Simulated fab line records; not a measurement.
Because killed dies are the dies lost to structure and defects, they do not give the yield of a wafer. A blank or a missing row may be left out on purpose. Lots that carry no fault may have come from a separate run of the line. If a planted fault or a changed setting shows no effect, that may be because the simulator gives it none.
fab line records ; flow n5_finfet
record: lots: 9; wafers: 27; last_day: 17
route steps=1938 shown SD_EPI_N@289 SD_EPI_P@306 ILD0@343 BEOL_M4@1111 PASSIVATION@1936
lots with no fault: from the same line, run without faults
start_h: the number of hours between the record's first day and the start of the first shown wafer of the lot ; wait_h: how many hours have passed since the lot's step before this one ; " unchanged from the row above ; L1.1+2: a row that stands for several wafers ; - value missing, or start not given ; * or withheld: withheld ; < > ~ a bound
route shown NAME@n: names a module that has steps shown in the file, with the first one's number in the route ; usual: mean/standard deviation of fault-free wafers ; same: alike in all rows ; chamber/n: place in a boat ; sites: the reading at each site ; _std_site: the standard deviation of these ; _edge_site: outer sites' mean less inner sites' ; radius_mm: for every site, how far away it sits from the centre of the wafer ; mask NAME#n: copy n ; behind: the tool/chamber that last shaped the wafer ; hold: cause of the lot's hold/its duration in hours/its outcome ; device: the n, p or np transistor that did not switch ; end of line: tests of these same wafers at the route's end ; step lacking rows: just its recipe ; killed: dies lost to structure and defects at the first sort, not the wafer's yield ; map: per-die view of a wafer (x killed, . not killed, _ where there is no die)
set.NAME: the setting the step ran with; set.NAME@STEP: the setting that earlier step ran with ; model.NAME: the simulator's own value behind a step, which no gauge read
one table for each step of the route and one row for each wafer, over a sample of lots
services: the hour from which a tool's chamber was out of use, counted from the record's first day as start_h (under 0 if before that day), plus the number of hours and why
== steps ==
step: N5_SD_EPI_N_EPI_MEAS_23
recipe: mode: xrd
usual: thk_nm: 59.0/1.1
lot.wafer;tool;chamber;start_h;wait_h;thk_nm
L818.1;film_metro-01;-;90.83;1.9;57.3
L818.2;film_metro-01;-;90.83;1.9;58.1
L818.5;film_metro-01;-;90.83;1.9;58.2
L821.2;film_metro-02;-;107.41;1.2;57.6
L821.3;film_metro-02;-;107.41;1.2;58.3
L821.6;film_metro-02;-;107.41;1.2;60.3
L822.2;film_metro-01;-;116.07;1.2;57.9
L822.3;film_metro-01;-;116.07;1.2;57.6
L822.6;film_metro-01;-;116.07;1.2;59.0
L825.3;film_metro-02;-;134.37;0.9;58.1
L825.4;film_metro-02;-;134.37;0.9;58.1
L825.6;film_metro-02;-;134.37;0.9;57.6
L826.1;film_metro-02;-;139.44;1.4;58.3
L826.4;film_metro-02;-;139.44;1.4;59.9
L826.6;film_metro-02;-;139.44;1.4;60.3
L827.1;film_metro-01;-;147.26;1.5;58.9
L827.2;film_metro-01;-;147.26;1.5;58.7
L827.4;film_metro-01;-;147.26;1.5;59.7
L832.1;film_metro-01;-;171.70;1.5;59.5
L832.5;film_metro-01;-;171.70;1.5;59.0
L832.6;film_metro-01;-;171.70;1.5;60.5
L833.2;film_metro-02;-;179.20;1.2;60.2
L833.4;film_metro-02;-;179.20;1.2;61.1
L833.6;film_metro-02;-;179.20;1.2;59.7
L835.2;film_metro-01;-;195.07;1.2;59.2
L835.3;film_metro-01;-;195.07;1.2;58.4
L835.5;film_metro-01;-;195.07;1.2;60.3
step: N5_SD_EPI_P_DESCUM_14
recipe: chemistry: O2; time_s: 7.9; source_power_w: 50; bias_power_w: 20; pressure_mtorr: 20; rf_frequency_hz: 2.712e+07; temp_c: 40; resist: CAR-ArF-block; o2_flow_sccm: 225
usual: drypump_motor_current_A: 5.9/0.4; oes_product_au: 0.80/0.095; rf_vpp_V: 243.6/1.4; showerhead_plenum_p_Torr: 2.12/0.08; throttle_valve_pct: 20.39/0.24
same: time_s: 7.9
lot.wafer;tool;chamber;start_h;wait_h;drypump_motor_current_A;oes_product_au;rf_hours_counter_h;rf_vpp_V;showerhead_plenum_p_Torr;throttle_valve_pct
L818.1;rie_diel-03;3;93.91;0.8;5.3;0.68;220;244.4;2.06;20.70
L818.2;rie_diel-03;2;93.91;0.8;5.3;0.78;115;241.7;2.02;20.47
L818.5;rie_diel-03;1;93.91;0.8;6.0;0.76;-;244.8;2.19;20.59
L821.2;rie_diel-03;3;108.46;0.0;5.3;0.68;226;243.8;2.06;20.74
L821.3;rie_diel-03;2;108.46;0.0;5.3;0.77;120;241.5;2.02;20.47
L821.6;rie_diel-03;3;108.46;0.0;5.4;0.69;-;242.8;2.06;20.73
L822.2;rie_diel-03;2;117.11;0.0;5.3;0.77;123;240.6;2.02;20.47
L822.3;rie_diel-03;1;117.11;0.0;6.0;0.75;143;245.1;2.19;20.62
L822.6;rie_diel-03;3;117.11;0.0;5.3;0.68;-;243.5;2.06;20.73
L825.3;rie_diel-02;1;135.29;0.0;6.2;0.77;132;245.6;2.19;20.08
L825.4;rie_diel-02;2;135.29;0.0;6.2;0.76;-;241.9;1.99;20.69
L825.6;rie_diel-02;0;135.29;0.0;6.0;0.85;-;244.7;2.22;20.08
L826.1;rie_diel-06;3;140.66;0.2;5.9;0.85;73;244.6;2.21;20.16
L826.4;rie_diel-06;2;140.66;0.2;5.2;0.90;31;244.0;2.14;20.37
L826.6;rie_diel-06;3;140.66;0.2;5.8;0.85;-;245.1;2.21;20.17
L827.1;rie_diel-06;1;148.31;0.0;6.1;0.94;12;243.4;2.14;20.08
L827.2;rie_diel-06;2;148.31;0.0;5.2;0.89;33;244.2;2.14;20.37
L827.4;rie_diel-06;0;148.31;0.0;6.0;0.68;231;243.4;2.07;20.59
L832.1;rie_diel-02;1;172.62;0.0;6.2;0.76;147;244.2;2.18;20.08
L832.5;rie_diel-02;3;172.62;0.0;5.6;0.98;-;244.8;2.24;20.29
L832.6;rie_diel-02;2;172.62;0.0;6.2;0.74;-;239.8;1.99;20.73
L833.2;rie_diel-03;0;181.23;0.4;6.6;0.89;22;242.9;2.05;20.31
L833.4;rie_diel-03;2;181.23;0.4;5.3;0.75;-;242.9;2.01;20.52
L833.6;rie_diel-03;0;181.23;0.4;6.6;0.90;-;242.9;2.05;20.31
L835.2;rie_diel-06;0;196.37;0.3;5.9;0.66;241;243.9;2.06;20.58
L835.3;rie_diel-06;3;196.37;0.3;5.9;0.83;86;244.2;2.21;20.16
L835.5;rie_diel-06;0;196.37;0.3;5.9;0.66;-;241.8;2.06;20.60
step: N5_SD_EPI_P_ETCH_37
recipe: chemistry: N2/H2; target: SOC; overetch_a: 1080; mask_material: SiARC; temp_c: 40; ion_energy_ev: 100; source_w: 3000; bias_w: 133; pressure_mtorr: 20; time_s: 486; n2_flow_sccm: 200; h2_flow_sccm: 200; ends: end_point
usual: drypump_motor_current_A: 5.9/0.4; oes_product_au: 0.72/0.08; rf_vpp_V: 241.1/1.4; showerhead_plenum_p_Torr: 2.57/0.095; throttle_valve_pct: 23.8/0.31
lot.wafer;tool;chamber;start_h;wait_h;drypump_motor_current_A;oes_product_au;rf_hours_counter_h;rf_vpp_V;showerhead_plenum_p_Torr;throttle_valve_pct
L818.1;rie_diel-03;3;94.00;0.0;5.3;0.63;220;241.0;2.51;24.0
L818.2;rie_diel-03;2;94.00;0.0;5.3;0.71;115;239.3;2.46;24.2
L818.5;rie_diel-03;1;94.00;0.0;5.9;0.69;-;242.8;2.66;24.3
L821.2;rie_diel-03;3;108.55;0.0;5.4;0.62;226;241.0;2.51;24.0
L821.3;rie_diel-03;2;108.55;0.0;5.3;0.70;120;238.4;2.46;24.2
L821.6;rie_diel-03;3;108.55;0.0;5.3;0.62;-;240.8;2.51;24.0
L822.2;rie_diel-03;2;117.21;0.0;5.3;0.70;123;239.9;2.46;24.2
L822.3;rie_diel-03;1;117.21;0.0;5.9;0.68;143;242.5;2.66;24.3
L822.6;rie_diel-03;3;117.21;0.0;5.4;0.62;-;238.9;2.51;24.0
L825.3;rie_diel-02;1;135.38;0.0;6.3;0.68;132;241.7;2.66;23.3
L825.4;rie_diel-02;2;135.38;0.0;6.2;0.68;-;240.3;2.43;24.2
L825.6;rie_diel-02;0;135.38;0.0;6.0;0.76;-;241.6;2.69;23.4
L826.1;rie_diel-06;3;140.75;0.0;5.9;0.76;74;242.5;2.68;23.8
L826.4;rie_diel-06;2;140.75;0.0;5.2;0.80;31;241.1;2.58;23.8
L826.6;rie_diel-06;3;140.75;0.0;5.9;0.76;-;243.9;2.68;23.8
L827.1;rie_diel-06;1;148.40;0.0;6.1;0.83;12;242.2;2.59;23.4
L827.2;rie_diel-06;2;148.40;0.0;5.2;0.79;34;240.2;2.58;23.8
L827.4;rie_diel-06;0;148.40;0.0;6.0;0.61;231;239.7;2.50;23.9
L832.1;rie_diel-02;1;172.71;0.0;6.3;0.67;147;242.1;2.65;23.3
L832.5;rie_diel-02;3;172.71;0.0;5.6;0.85;-;242.6;2.71;23.6
L832.6;rie_diel-02;2;172.71;0.0;6.2;0.67;-;238.7;2.42;24.2
L833.2;rie_diel-03;0;181.32;0.0;6.6;0.80;22;240.1;2.49;23.8
L833.4;rie_diel-03;2;181.32;0.0;5.3;0.68;-;239.4;2.45;24.2
L833.6;rie_diel-03;0;181.32;0.0;6.7;0.80;-;241.7;2.49;23.8
L835.2;rie_diel-06;0;196.46;0.0;5.9;0.61;241;239.9;2.50;24.0
L835.3;rie_diel-06;3;196.46;0.0;5.9;0.75;86;240.5;2.67;23.8
L835.5;rie_diel-06;0;196.46;0.0;6.0;0.60;-;240.3;2.50;24.0
step: N5_ILD0_ALD_15
recipe: material: SiNx; target_thk_a: 240; temp_c: 400; ald_precursor_family: SiH2I2; ald_co_reactant: N2/H2-plasma; pulse_time_s: 1; ald_cycles: 480; purge_time_s: 2; co_reactant_purge_time_s: 2; pressure_torr: 2
usual: ald_cycles: 480/0; chamber_pressure_Torr: 2.000/0.0042; heater_power_w: 842/71; precursor_pulse_height_rel: 1.000/0.021; purge_time_s: 2/0
lot.wafer;tool;chamber;start_h;wait_h;ald_cycles;chamber_pressure_Torr;heater_power_w;precursor_pulse_height_rel;purge_time_s
L818.1;ald_sin-03;0;102.24;0.6;480;1.997;750;0.996;2
L818.2;ald_sin-03;3;102.24;0.6;480;1.998;1002;1.017;2
L818.5;ald_sin-03;3;103.33;1.2;480;1.996;977;1.000;2
L821.2;ald_sin-02;3;116.86;0.5;480;2.000;771;1.037;2
L821.3;ald_sin-02;0;116.86;0.5;480;1.994;865;0.997;2
L821.6;ald_sin-02;0;117.95;1.1;480;1.996;855;1.010;2
L822.2;ald_sin-02;1;125.39;0.5;480;1.999;827;1.021;2
L822.3;ald_sin-02;0;125.39;0.5;480;1.997;838;1.015;2
L822.6;ald_sin-02;1;126.48;1.1;480;2.000;855;0.986;2
L825.3;ald_sin-02;1;143.67;0.4;-;-;-;-;-
L825.4;ald_sin-02;2;143.67;0.4;-;-;-;-;-
L825.6;ald_sin-02;1;144.76;1.2;-;-;-;-;-
L826.1;ald_sin-03;3;149.20;0.6;-;-;-;-;-
L826.4;ald_sin-03;1;149.20;0.6;-;-;-;-;-
L826.6;ald_sin-03;3;150.28;1.1;-;-;-;-;-
L827.1;ald_sin-03;3;156.84;0.8;-;-;-;-;-
L827.2;ald_sin-03;1;156.84;0.8;-;-;-;-;-
L827.4;ald_sin-03;2;156.84;0.8;-;-;-;-;-
L832.1;ald_sin-03;3;181.59;1.0;480;1.998;1020;0.992;2
L832.5;ald_sin-03;3;182.68;1.7;480;1.996;1018;0.988;2
L832.6;ald_sin-03;0;182.68;1.7;480;1.999;771;0.981;2
L833.2;ald_sin-03;3;189.91;0.8;480;2.004;1032;0.998;2
L833.4;ald_sin-03;2;189.91;0.8;480;2.004;880;0.965;2
L833.6;ald_sin-03;0;191.00;1.4;480;1.994;777;0.997;2
L835.2;ald_sin-02;3;205.95;0.5;480;2.004;756;0.989;2
L835.3;ald_sin-02;0;205.95;0.5;480;1.997;849;0.993;2
L835.5;ald_sin-02;2;207.04;1.3;480;1.995;819;1.018;2
step: N5_BEOL_M4_RC_MEAS_101
usual: DIBL_N: 36.3/1.2; DIBL_P: 36.1/1.6; IOFF_N: 0.161/0.023; IOFF_P: 0.209/0.027; ION_N: 676/8.9; ION_P: 462/5.3; SS_N: 71.5/0.51; SS_P: 73.2/0.5; VT_N: 249.1/2.5; VT_P: -249.9/2.8
lot.wafer;tool;chamber;start_h;wait_h;DIBL_N[mV/V];DIBL_P[mV/V];IOFF_N[nA/um];IOFF_P[nA/um];ION_N[uA/um];ION_P[uA/um];SS_N[mV/dec];SS_P[mV/dec];VT_N[mV];VT_P[mV]
L818.1;prober-02;0;204.65;0.0;36.5;35.8;0.158;0.203;669;459;71.6;73.5;249.0;-249.5
L818.2;prober-02;0;204.65;0.0;37.4;37.8;0.188;0.239;675;459;71.5;73.4;248.5;-247.8
L818.5;prober-02;0;204.65;0.0;37.1;37.4;0.198;0.240;683;466;71.6;74.4;248.4;-247.9
L821.2;prober-01;0;212.82;0.3;33.8;34.7;0.146;0.179;678;463;72.2;72.4;247.6;-253.7
L821.3;prober-01;0;212.82;0.3;35.2;36.6;0.172;0.209;687;463;71.7;73.4;244.4;-249.4
L821.6;prober-01;0;212.82;0.3;34.6;35.9;0.155;0.190;675;458;71.3;72.8;248.9;-251.1
L822.2;prober-01;0;226.46;0.2;36.6;36.6;0.164;0.206;684;463;71.7;72.9;246.6;-249.0
L822.3;prober-01;0;226.46;0.2;36.6;37.1;0.165;0.209;687;465;71.4;73.7;249.3;-247.0
L822.6;prober-01;0;226.46;0.2;36.2;36.4;0.150;0.196;673;457;70.7;73.0;248.3;-250.7
L832.1;prober-02;0;278.72;0.0;36.8;37.2;0.177;0.220;679;460;72.2;73.3;249.4;-250.5
L832.5;prober-02;0;278.72;0.0;38.2;37.8;0.200;0.232;688;462;71.8;73.2;247.3;-247.2
L832.6;prober-02;0;278.72;0.0;37.9;37.5;0.186;0.225;680;467;72.0;72.1;247.4;-249.5
L833.2;prober-02;0;284.75;0.2;34.3;35.7;0.117;0.192;663;461;71.9;72.9;254.1;-252.3
L833.4;prober-02;0;284.75;0.2;35.8;36.9;0.135;0.214;666;463;71.0;73.7;254.6;-249.9
L833.6;prober-02;0;284.75;0.2;36.0;37.6;0.138;0.222;673;467;71.6;73.1;254.9;-250.0
L835.2;prober-01;0;310.37;0.2;37.1;36.4;0.166;0.217;679;465;71.8;73.3;250.1;-246.2
L835.3;prober-01;0;310.37;0.2;36.0;35.6;0.143;0.202;674;463;71.9;73.1;250.6;-248.4
L835.5;prober-01;0;310.37;0.2;35.0;34.3;0.132;0.178;662;457;71.6;73.4;251.1;-248.6
step: N5_PASSIVATION_PROBE_49
usual: defect_limited_yield: 91.3/1.5; killed_at_M0_to_M3: 35/10; killed_at_M4_up: 13/5.3; killed_at_contacts: 12/5.7; killed_at_front_end: 39/11; killed_at_other: 3.3/2.7; killed_dies: 102/18; killed_on_rim: 13/4; killed_open: 67/13; killed_short: 34/7.8; sort_bin_5_function: 5.1/1; sort_bin_6_memory: 3.3/0.68; sort_n_pass: 1078/18; sort_yield_pct: 91.3/1.5
same: gross_dies: 1180; killed_at_back_side: 0; sort_bin_4_leakage[%]: 0; sort_bin_8_speed[%]: 0
lot.wafer;tool;chamber;start_h;wait_h;defect_limited_yield[%];killed_at_M0_to_M3;killed_at_M4_up;killed_at_contacts;killed_at_front_end;killed_at_other;killed_dies;killed_on_rim;killed_open;killed_short;sort_bin_5_function[%];sort_bin_6_memory[%];sort_n_pass;sort_yield_pct[%]
L821.2;prober-02;-;312.39;0.1;93.3;33;9;4;32;1;79;15;43;36;4.1;2.3;1101;93.3
L821.3;prober-02;-;312.44;0.1;88.8;66;17;12;28;9;132;14;95;36;7.7;3.3;1048;88.8
L821.6;prober-02;-;312.59;0.3;92.2;38;8;19;23;4;92;10;62;30;3.9;3.5;1088;92.2
L822.2;prober-02;-;334.05;0.1;91.9;46;9;9;30;2;96;12;59;36;5.1;2.9;1084;91.9
L822.3;prober-02;-;334.10;0.1;90.5;37;15;16;41;3;112;17;64;48;5.8;3.4;1068;90.5
L822.6;prober-02;-;334.25;0.3;90.0;45;16;9;42;6;118;23;75;41;5.3;4.4;1062;90.0
L825.3;prober-02;-;341.74;0.8;27.4;37;32;11;774;3;857;73;84;48;68.4;4.0;323;27.4
L825.4;prober-02;-;341.79;0.8;28.7;43;17;16;763;2;841;48;79;39;67.1;3.6;339;28.7
L825.6;prober-02;-;341.89;0.9;29.2;40;18;7;769;2;836;70;78;31;67.3;3.1;344;29.2
L827.1;prober-02;-;356.71;0.0;24.0;55;6;11;825;0;897;151;68;37;72.1;3.6;283;24.0
L827.2;prober-02;-;356.76;0.1;25.8;38;4;15;816;2;875;89;66;33;70.3;3.4;305;25.8
L827.4;prober-02;-;356.86;0.2;26.9;38;6;10;807;1;862;152;64;36;69.5;3.2;318;26.9
L826.1;prober-02;-;358.78;0.3;27.4;36;14;7;797;3;857;150;51;33;70.8;1.7;323;27.4
L826.4;prober-02;-;358.93;0.5;27.5;30;17;21;784;3;855;87;61;52;68.1;3.8;325;27.5
L826.6;prober-02;-;359.03;0.6;29.2;39;15;10;767;4;835;150;60;34;67.7;2.5;345;29.2
L833.2;prober-01;-;389.17;0.1;92.2;22;18;10;35;7;92;17;57;33;4.8;2.5;1088;92.2
L833.4;prober-01;-;389.27;0.2;89.7;34;19;13;51;5;122;17;83;36;6.4;3.4;1058;89.7
L833.6;prober-01;-;389.37;0.3;90.9;26;16;7;52;6;107;9;67;38;5.0;3.6;1073;90.9
L835.2;prober-02;-;408.24;0.1;88.9;29;11;10;70;11;131;17;91;39;6.7;4.1;1049;88.9
L835.3;prober-02;-;408.29;0.1;91.5;27;20;14;34;5;100;15;65;34;4.8;3.1;1080;91.5
L835.5;prober-02;-;408.39;0.2;90.6;24;16;9;58;4;111;14;62;48;5.3;3.6;1069;90.6
killed by level:class
L821.2 BEOL_M0_SAQP:geometric_particle:short=11 STI_FIN_REVEAL:geometric_particle:open=7 BEOL_M0_SAQP:geometric_particle:open=5 FIN_SAQP:geometric_particle:short=4 FIN_CUT:geometric_particle:short=4 BEOL_M2:geometric_particle:open=4 FIN_CUT:geometric_particle:open=3 BEOL_M3:geometric_particle:open=3
L821.3 BEOL_M0_SAQP:geometric_particle:open=28 BEOL_M0_SAQP:geometric_particle:short=18 MOL_CONTACT_COAG:geometric_particle:open=12 STI_FIN_REVEAL:geometric_particle:open=10 BEOL_M3:geometric_particle:open=7 BEOL_M4:geometric_particle:open=7 BEOL_M2:geometric_particle:open=5 PAD_METAL:geometric_particle:open=5
L821.6 MOL_CONTACT_COAG:geometric_particle:open=17 BEOL_M0_SAQP:geometric_particle:short=14 BEOL_M0_SAQP:geometric_particle:open=10 DUMMY_GATE:geometric_particle:open=5 STI_FIN_REVEAL:geometric_particle:open=5 BEOL_M0:geometric_particle:open=4 BEOL_M1:geometric_particle:open=4 FIN_SAQP:geometric_particle:short=3
L822.2 BEOL_M0_SAQP:geometric_particle:short=18 STI_FIN_REVEAL:geometric_particle:open=10 BEOL_M0:geometric_particle:open=10 BEOL_M0_SAQP:geometric_particle:open=7 FIN_SAQP:geometric_particle:short=5 MOL_CONTACT_COAG:geometric_particle:open=5 FIN_SAQP:geometric_particle:open=4 MOL_CONTACT_COAG:geometric_particle:short=4
L822.3 BEOL_M0_SAQP:geometric_particle:short=17 MOL_CONTACT_COAG:geometric_particle:open=14 FIN_SAQP:geometric_particle:short=10 BEOL_M0_SAQP:geometric_particle:open=7 STARTING-WAFER:geometric_particle:open=7 FIN_SAQP:geometric_particle:open=5 STI_FIN_REVEAL:geometric_particle:open=5 BEOL_M4:geometric_particle:open=5
L822.6 STI_FIN_REVEAL:geometric_particle:open=13 BEOL_M0_SAQP:geometric_particle:short=12 BEOL_M0:geometric_particle:open=10 FIN_SAQP:geometric_particle:open=8 FIN_SAQP:geometric_particle:short=7 MOL_CONTACT_COAG:geometric_particle:open=7 BEOL_M0_SAQP:geometric_particle:open=7 BEOL_M5:geometric_particle:open=5
L825.3 ILD0:area_ald=722 STI_FIN_REVEAL:geometric_particle:open=17 BEOL_M4:geometric_particle:open=15 BEOL_M0_SAQP:geometric_particle:short=13 BEOL_M0_SAQP:geometric_particle:open=10 MOL_CONTACT_COAG:geometric_particle:open=7 BEOL_M4:geometric_particle:short=7 STI_FIN_REVEAL:geometric_particle:short=6
L825.4 ILD0:area_ald=722 MOL_CONTACT_COAG:geometric_particle:open=13 FIN_SAQP:geometric_particle:open=11 FIN_SAQP:geometric_particle:short=10 BEOL_M3:geometric_particle:open=10 BEOL_M4:geometric_particle:open=10 STI_FIN_REVEAL:geometric_particle:open=8 BEOL_M0_SAQP:geometric_particle:open=6
L825.6 ILD0:area_ald=727 STI_FIN_REVEAL:geometric_particle:open=12 BEOL_M1:geometric_particle:open=10 BEOL_M4:geometric_particle:open=10 BEOL_M3:geometric_particle:open=8 FIN_SAQP:geometric_particle:short=6 FIN_SAQP:geometric_particle:open=6 BEOL_M0_SAQP:geometric_particle:short=6
L827.1 ILD0:area_ald=792 BEOL_M1:geometric_particle:open=16 BEOL_M0_SAQP:geometric_particle:short=13 BEOL_M0_SAQP:geometric_particle:open=13 FIN_SAQP:geometric_particle:short=12 MOL_CONTACT_COAG:geometric_particle:open=11 BEOL_M2:geometric_particle:open=7 FIN_SAQP:geometric_particle:open=4
L827.2 ILD0:area_ald=776 MOL_CONTACT_COAG:geometric_particle:open=14 BEOL_M0_SAQP:geometric_particle:short=11 STI_FIN_REVEAL:geometric_particle:open=8 BEOL_M0_SAQP:geometric_particle:open=8 FIN_SAQP:geometric_particle:short=6 BEOL_M1:geometric_particle:open=6 FIN_SAQP:geometric_particle:open=5
L827.4 ILD0:area_ald=762 FIN_SAQP:geometric_particle:short=13 BEOL_M0_SAQP:geometric_particle:short=9 BEOL_M1:geometric_particle:open=8 MOL_CONTACT_COAG:geometric_particle:open=7 BEOL_M2:geometric_particle:open=7 STI_FIN_REVEAL:geometric_particle:open=6 BEOL_M0_SAQP:geometric_particle:open=6
L826.1 ILD0:area_ald=773 FIN_SAQP:geometric_particle:short=9 BEOL_M0:geometric_particle:open=9 BEOL_M0_SAQP:geometric_particle:open=6 MOL_CONTACT_COAG:geometric_particle:open=5 BEOL_M0_SAQP:geometric_particle:short=5 BEOL_M4:geometric_particle:open=5 BEOL_M1:geometric_particle:short=4
L826.4 ILD0:area_ald=742 MOL_CONTACT_COAG:geometric_particle:open=16 FIN_SAQP:geometric_particle:short=10 BEOL_M4:geometric_particle:open=9 STI_FIN_REVEAL:geometric_particle:open=8 GATE_CUT:geometric_particle:short=8 BEOL_M0:geometric_particle:open=6 FIN_SAQP:geometric_particle:open=5
L826.6 ILD0:area_ald=741 BEOL_M4:geometric_particle:open=13 BEOL_M0_SAQP:geometric_particle:open=13 BEOL_M0_SAQP:geometric_particle:short=12 MOL_CONTACT_COAG:geometric_particle:open=9 FIN_SAQP:geometric_particle:short=6 FIN_SAQP:geometric_particle:open=5 BEOL_M1:geometric_particle:open=5
L833.2 FIN_SAQP:geometric_particle:open=8 MOL_CONTACT_COAG:geometric_particle:open=8 FIN_SAQP:geometric_particle:short=6 GATE_CUT:geometric_particle:short=6 BEOL_M0_SAQP:geometric_particle:open=6 BEOL_M1:geometric_particle:open=6 BEOL_M4:geometric_particle:open=5 BEOL_M5:geometric_particle:open=5
L833.4 FIN_SAQP:geometric_particle:open=14 BEOL_M1:geometric_particle:open=14 STI_FIN_REVEAL:geometric_particle:open=10 MOL_CONTACT_COAG:geometric_particle:open=10 BEOL_M0_SAQP:geometric_particle:short=7 BEOL_M4:geometric_particle:open=6 FIN_SAQP:geometric_particle:short=5 DUMMY_GATE:geometric_particle:open=5
L833.6 FIN_SAQP:geometric_particle:open=14 FIN_SAQP:geometric_particle:short=8 BEOL_M1:geometric_particle:open=8 STI_FIN_REVEAL:geometric_particle:open=7 BEOL_M4:geometric_particle:open=7 DUMMY_GATE:geometric_particle:open=6 BEOL_M0_SAQP:geometric_particle:short=6 MOL_CONTACT_COAG:geometric_particle:open=4
L835.2 FIN_SAQP:geometric_particle:open=15 STI_FIN_REVEAL:geometric_particle:open=15 GATE_CUT:geometric_particle:open=12 BEOL_M2:geometric_particle:open=11 MOL_CONTACT_COAG:geometric_particle:open=10 MIM_TOP_ETCH:geometric_particle:open=8 STARTING-WAFER:geometric_particle:short=8 GATE_CUT:geometric_particle:short=7
L835.3 BEOL_M4:geometric_particle:open=12 MOL_CONTACT_COAG:geometric_particle:open=11 FIN_SAQP:geometric_particle:short=8 BEOL_M0_SAQP:geometric_particle:short=8 BEOL_M0_SAQP:geometric_particle:open=7 FIN_SAQP:geometric_particle:open=6 BEOL_M2:geometric_particle:open=6 STI_FIN_REVEAL:geometric_particle:open=5
L835.5 FIN_SAQP:geometric_particle:short=14 FIN_SAQP:geometric_particle:open=10 STI_FIN_REVEAL:geometric_particle:open=10 MOL_CONTACT_COAG:geometric_particle:open=7 DUMMY_GATE:geometric_particle:open=6 GATE_CUT:geometric_particle:short=6 BEOL_M4:geometric_particle:short=5 STARTING-WAFER:geometric_particle:short=5
== services ==
tool;chamber;start_h;hours;kind
rie_diel-06;1;87.13;-;clean
rie_diel-06;1;87.13;-;consumable_replace:focus_ring
rie_diel-06;1;87.13;27.5;scheduled_down
rie_diel-06;1;87.13;27.5;vent_cycle
rie_diel-06;0;88.86;4.1;repair
rie_diel-03;0;98.81;-;clean
rie_diel-03;0;98.81;-;consumable_replace:focus_ring
rie_diel-03;0;98.81;21.2;scheduled_down
rie_diel-03;0;98.81;21.2;vent_cycle
ald_sin-03;-;112.71;2.8;pm
rie_diel-02;1;113.73;15.6;repair
rie_diel-06;2;117.42;1.2;repair
rie_diel-02;3;129.56;-;clean
rie_diel-02;3;129.56;-;consumable_replace:focus_ring
rie_diel-02;3;129.56;-;consumable_replace:showerhead
rie_diel-02;3;153.75;1.5;repair
rie_diel-03;3;164.52;1.7;repair
ald_sin-02;-;176.75;14.0;pm
rie_diel-06;-;179.18;14.6;pm
rie_diel-03;3;179.37;-;clean
rie_diel-03;3;179.37;-;consumable_replace:focus_ring
rie_diel-03;3;179.37;16.3;scheduled_down
rie_diel-03;3;179.37;16.3;vent_cycle
rie_diel-02;0;201.01;9.1;repair
== key ==
first_sign: step: N5_ILD0_ALD_15; reading: tool_record; direction: missing
effect: step: N5_PASSIVATION_PROBE_49; reading: killed_at_front_end; direction: up; sigmas: 68; usual: 39; struck: 789
more_kills_born_at: N5_ILD0_ALD_15@ald_sin-03: 4586; N5_ILD0_ALD_15@ald_sin-02: 2171
met_at N5_ILD0_ALD_15
struck_lots L825,L826,L827
later_rows_left_out L825.3,L825.4,L825.6,L826.1,L826.4,L826.6,L827.1,L827.2,L827.4
not_acting_at N5_SD_EPI_N_EPI_MEAS_23,N5_SD_EPI_P_DESCUM_14,N5_SD_EPI_P_ETCH_37
onset_between 125.39 143.67
fault: kind: skipped_step_whole; tool: ald_sin-02,ald_sin-03; chamber: -; onset_h: 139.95; steps: N5_ILD0_ALD_15; scope: struck_lots_only
later_rows_left_out: the simulator's readings of these wafers behind a module that went badly wrong aren't trusted and aren't shown, but for the sort
